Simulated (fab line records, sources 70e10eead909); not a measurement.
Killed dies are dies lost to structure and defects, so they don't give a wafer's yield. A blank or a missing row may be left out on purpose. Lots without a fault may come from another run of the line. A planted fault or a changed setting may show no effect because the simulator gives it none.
Chamber matching | flow nand_harc | NHARC_A_DECK1_JOINT_CMP_02 on cmp-02: 4 sister chambers
The step polishes SiOx. 8 wafers are shown with their chamber, then 9 later ones without.

WAFERS WITH THEIR CHAMBER
wafer  | chamber | motor_current_A (A)
L080.2 | 1       | 12.3
L083.1 | 1       | 11.6
L083.2 | 3       | 12.3
L085.3 | 0       | 12.8
L085.6 | 2       | 11.5
L087.1 | 0       | 13.5
L087.3 | 3       | 11.8
L087.6 | 2       | 11.9

WAFERS WITHOUT THEIR CHAMBER
wafer  | motor_current_A (A)
L089.2 | 11.7
L089.5 | 12.3
L089.6 | 10.8
L092.1 | 12.2
L092.2 | 13.2
L092.4 | 11.4
L094.1 | 12.2
L094.4 | 13.8
L094.5 | 10.9

WHICH CHAMBER EACH WENT THROUGH
wafer  | from the rows above               | in truth
L089.2 | can't be placed: 2 or 1 or 3      | 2
L089.5 | can't be placed: 3 or 1 or 2 or 0 | 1
L089.6 | can't be placed: 2 or 1 or 3      | 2
L092.1 | can't be placed: 3 or 1 or 2 or 0 | 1
L092.2 | 0                                 | 0
L092.4 | can't be placed: 2 or 1 or 3      | 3
L094.1 | can't be placed: 3 or 1 or 2 or 0 | 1
L094.4 | 0                                 | 0
L094.5 | can't be placed: 2 or 1 or 3      | 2
Placed correctly: 2 of 9. Can't be placed from these rows: 7 (the true chamber is among the candidates in 7). Placed wrongly: 0.
How it was worked out, from the rows above alone: a wafer's distance from a chamber is the root of the sum, over the readings, of the square of ((its reading less the chamber's mean) divided by the reading's scatter). The wafer belongs to the nearest chamber; if the next one is less than 2 further off, it can't be placed. A chamber's mean is the mean of its shown wafers. The scatter: the root of (the sum of the squares of (reading less its chamber's mean) over the shown wafers, divided by (wafers less chambers)).
